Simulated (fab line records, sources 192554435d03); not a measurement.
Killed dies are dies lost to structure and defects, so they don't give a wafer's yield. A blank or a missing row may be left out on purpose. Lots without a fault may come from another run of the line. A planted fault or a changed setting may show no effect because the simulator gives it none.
Split-lot experiment | flow n5_finfet | 7 lots, 21 wafers read, on a route of 1938 steps

THE SPLIT
At N5_BEOL_M3_ETCH_70 (etches SOC in N2/H2, target depth 80 nm, overetch 16 nm, time 120 s), the setting time_s was moved away from the recipe's 120 s on 12 of the 21 wafers read, by -20.4% to +14.3%. The other wafers ran this setting at the recipe's value.

The reading is taken at the split's own step.

THE READING
SiARC_of_BEOL_M3_COAT_68.thk_nm (the simulator's own value, which no gauge read), in nm, at N5_BEOL_M3_ETCH_70 (etches SOC in N2/H2, target depth 80 nm, overetch 16 nm, time 120 s). The file gives no usual value for it. The 9 wafers here that ran the recipe average 6.4 nm, standard deviation 0.083 nm.

wafer  | tool, chamber at the split | time_s as run, s | against the recipe | SiARC_of_BEOL_M3_COAT_68.thk_nm, nm | against lot-mates on the recipe
L074.4 | rie_diel-05, 2             | 101.3            | -15.6%             | 7.2                                 | no lot-mate on the recipe
L074.5 | rie_diel-05, 2             | 101.3            | -15.6%             | 7.2                                 | no lot-mate on the recipe
L074.6 | rie_diel-05, 3             | 101.3            | -15.6%             | 7                                   | no lot-mate on the recipe
L075.2 | rie_diel-03, 3,2           | 103.9            | -13.4%             | 7.2                                 | +0.8
L075.3 | rie_diel-03, 3,2           | 103.9            | -13.4%             | 7.2                                 | +0.8
L075.6 | rie_diel-03, 1             | 120              | recipe             | 6.4                                 | -
L078.2 | rie_diel-03, 0,2           | 105.3            | -12.3%             | 7                                   | +0.6
L078.4 | rie_diel-03, 0,2           | 105.3            | -12.3%             | 7                                   | +0.6
L078.6 | rie_diel-03, 1             | 120              | recipe             | 6.4                                 | -
L080.1 | rie_diel-02, 3,0,3         | 99               | -17.5%             | 7.4                                 | no lot-mate on the recipe
L080.4 | rie_diel-02, 3,0,3         | 99               | -17.5%             | 7.4                                 | no lot-mate on the recipe
L080.5 | rie_diel-02, 3,0,3         | 99               | -17.5%             | 7.4                                 | no lot-mate on the recipe
L084.3 | rie_diel-03, 0,0,2         | 120              | recipe             | 6.4                                 | -
L084.4 | rie_diel-03, 0,0,2         | 120              | recipe             | 6.4                                 | -
L084.5 | rie_diel-03, 0,0,2         | 120              | recipe             | 6.4                                 | -
L088.1 | rie_diel-03, 1,3           | 120              | recipe             | 6.6                                 | -
L088.3 | rie_diel-03, 1,3           | 120              | recipe             | 6.6                                 | -
L088.4 | rie_diel-03, 2             | 137.2            | +14.3%             | 5.6                                 | -1.0
L096.1 | rie_diel-02, 2,3           | 120              | recipe             | 6.4                                 | -
L096.6 | rie_diel-02, 2,3           | 120              | recipe             | 6.4                                 | -
L096.2 | rie_diel-02, 3             | 95.54            | -20.4%             | 7.6                                 | +1.2
Where a row lists several chambers, the file gives one row for several wafers and doesn't say which wafer went through which chamber.

THE FIT
A straight line over all 21 wafers: SiARC_of_BEOL_M3_COAT_68.thk_nm changes by -0.053 nm for each +1% of time_s; r = -0.98; the points scatter about the line by 0.095 nm.
The same after taking each lot's own level away (the mean of its wafers on the recipe; 15 wafers): -0.0598 nm for each +1%; r = -0.99; scatter 0.058 nm.
On that fit, the largest move of time_s shifts the reading by 1.2 nm.
The lots' own levels span 6.40 to 6.60 nm, that is 2.4 times the standard deviation above.
So the lot-to-lot level changes the slope: the two fits differ.
Check: with one of the wafers moved furthest among these (-20.4%) left out of the fit, the line predicts +1.19 nm for it against its lot-mates. It came out at +1.2 nm against them.

OTHER SPLITS ON THESE WAFERS
These wafers also went through other splits before the reading. Each is held against what the fit with the lots' levels taken away leaves over:
other split on the same wafers   | wafers away from the commonest value | r with SiARC_of_BEOL_M3_COAT_68.thk_nm (lot level and that fit taken away)
N5_BEOL_M1_TRENCH_ETCH_37 bias_w | 6                                    | -0.16
N5_BEOL_M2_COAT_22 spin_rpm      | 5                                    | +0.16
N5_BEOL_M2_DESCUM_33 time_s      | 7                                    | +0.19

THE FILE'S OWN FIT
SiARC_of_BEOL_M3_COAT_68.thk_nm changes by -0.0598 nm for each +1% of time_s, r = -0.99.
